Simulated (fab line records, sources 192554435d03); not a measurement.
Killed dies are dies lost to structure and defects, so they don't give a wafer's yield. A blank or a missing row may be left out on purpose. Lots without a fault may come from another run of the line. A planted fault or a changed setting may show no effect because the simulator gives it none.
Split-lot experiment | flow n5_finfet | 7 lots, 21 wafers read, on a route of 1938 steps

THE SPLIT
At N5_BEOL_M0_ETCH_128 (etches SiCN in CF4/N2, target depth 12 nm, overetch 5.1 nm, time 21.4 s), the setting source_w was moved away from the recipe's 430 W on 8 of the 21 wafers read, by -16.9% to +5.7%. The other wafers ran this setting at the recipe's value.

The reading is taken at the split's own step.

THE READING
rf_vpp_V, in V, at N5_BEOL_M0_ETCH_128 (etches SiCN in CF4/N2, target depth 12 nm, overetch 5.1 nm, time 21.4 s). Fault-free wafers of this fab line usually give 382.3 V, standard deviation 1.5 V.

wafer  | tool, chamber at the split | source_w as run, W | against the recipe | rf_vpp_V, V | against lot-mates on the recipe
L074.1 | rie_diel-03, 2             | 430                | recipe             | 384.3       | -
L074.5 | rie_diel-03, 3             | 430                | recipe             | 383.0       | -
L074.6 | rie_diel-03, 0             | 430                | recipe             | 381.4       | -
L079.2 | rie_diel-03, 3             | 430                | recipe             | 384.1       | -
L079.3 | rie_diel-03, 1             | 430                | recipe             | 382.0       | -
L079.5 | rie_diel-03, 1             | 430                | recipe             | 383.9       | -
L082.1 | rie_diel-04, 0             | 357.4              | -16.9%             | 408.7       | no lot-mate on the recipe
L082.2 | rie_diel-04, 3             | 357.4              | -16.9%             | 407.6       | no lot-mate on the recipe
L082.3 | rie_diel-04, 1             | 357.4              | -16.9%             | 405.0       | no lot-mate on the recipe
L084.2 | rie_diel-03, 2             | 371.5              | -13.6%             | 402.7       | +19.4
L084.3 | rie_diel-03, 1             | 371.5              | -13.6%             | 401.3       | +18.0
L084.5 | rie_diel-03, 1             | 430                | recipe             | 383.3       | -
L086.1 | rie_diel-05, 3             | 430                | recipe             | 381.7       | -
L086.2 | rie_diel-05, 2             | 430                | recipe             | 383.2       | -
L086.6 | rie_diel-05, 0             | 405.9              | -5.6%              | 387.3       | +4.9
L091.1 | rie_diel-04, 0             | 454.6              | +5.7%              | 377.1       | -3.9
L091.3 | rie_diel-04, 1             | 430                | recipe             | 381.0       | -
L091.5 | rie_diel-04, 0             | 454.6              | +5.7%              | 375.3       | -5.7
L095.1 | rie_diel-03, 2             | 430                | recipe             | 383.0       | -
L095.2 | rie_diel-03, 1             | 430                | recipe             | 382.1       | -
L095.4 | rie_diel-03, 3             | 430                | recipe             | 383.6       | -

THE FIT
A straight line over all 21 wafers: rf_vpp_V changes by -1.4 V for each +1% of source_w; r = -0.99; the points scatter about the line by 1.5 V.
The same after taking each lot's own level away (the mean of its wafers on the recipe; 18 wafers): -1.25 V for each +1%; r = -0.98; scatter 1.4 V.
On that fit, the largest move of source_w shifts the reading by 21 V.
The lots' own levels span 381.00 to 383.33 V, that is 1.6 times the standard deviation above.
So the lot-to-lot level changes the slope: the two fits differ.
Check: with one of the wafers moved furthest among these (-13.6%) left out of the fit, the line predicts +15.9 V for it against its lot-mates. It came out at +19.4 V against them.
Tool readings at the split's step, against how far the setting was moved: rf_vpp_V r = -0.99.

OTHER SPLITS ON THESE WAFERS
These wafers also went through other splits before the reading. Each is held against what the fit with the lots' levels taken away leaves over:
other split on the same wafers   | wafers away from the commonest value | r with rf_vpp_V (lot level and that fit taken away)
N5_BEOL_M0_SAQP_COAT_08 spin_rpm | 7                                    | -0.53

THE FILE'S OWN FIT
rf_vpp_V changes by -1.24 V for each +1% of source_w, r = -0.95.
